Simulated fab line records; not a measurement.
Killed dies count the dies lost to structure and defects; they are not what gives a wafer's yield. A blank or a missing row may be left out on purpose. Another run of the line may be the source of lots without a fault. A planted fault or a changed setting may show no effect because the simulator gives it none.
Matching of chambers + flow n5-finfet + pecvd-04 running N5_BEOL_M0_SAQP_ILD_DEP_01: 3 sister chambers
The step deposits SiOC from DEMS/O2, target thk 45.419 nm, time 8.7 s. 3 wafers are shown with their chamber, then 8 later ones without.

## WAFERS PAIRED WITH THEIR CHAMBERS
| wafer  | chamber | throttle-valve-pct (%) |
|--------|---------|------------------------|
| L085.2 | 0       | 12.0                   |
| L085.3 | 1       | 12.0                   |
| L087.1 | 2       | 11.1                   |

## WAFERS WITHOUT THEIR CHAMBER
| wafer  | throttle-valve-pct (%) |
|--------|------------------------|
| L087.3 | 12.1                   |
| L087.6 | 12.1                   |
| L094.1 | 12.0                   |
| L094.5 | 11.0                   |
| L094.6 | 11.8                   |
| L097.2 | 11.2                   |
| L097.3 | 11.9                   |
| L097.5 | 11.7                   |

## CHAMBER TAKEN BY EACH
| wafer  | from the rows above          | in truth |
|--------|------------------------------|----------|
| L087.3 | can't be placed: 0 or 1      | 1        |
| L087.6 | can't be placed: 0 or 1      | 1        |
| L094.1 | can't be placed: 0 or 1      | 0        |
| L094.5 | 2                            | 2        |
| L094.6 | can't be placed: 0 or 1      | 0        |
| L097.2 | 2                            | 2        |
| L097.3 | can't be placed: 0 or 1      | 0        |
| L097.5 | can't be placed: 0 or 1 or 2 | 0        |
Placed correctly: 2 of 8. Cannot be placed on the basis of these rows: 6; the candidates contain the true chamber in 6. Wrongly placed: 0.
How it was worked out, from the rows above alone: a wafer's distance from a chamber is the root of the sum, over the readings, of the square of ((its reading less the chamber's mean) divided by the reading's scatter). The wafer belongs to the nearest chamber; if the next one is less than 2 further off, it can't be placed. For every chamber, the mean is computed from those of its wafers that are shown. The scatter: with one shown wafer a chamber, the root of the mean of the squares of how far each hidden wafer lies from its nearest shown one.
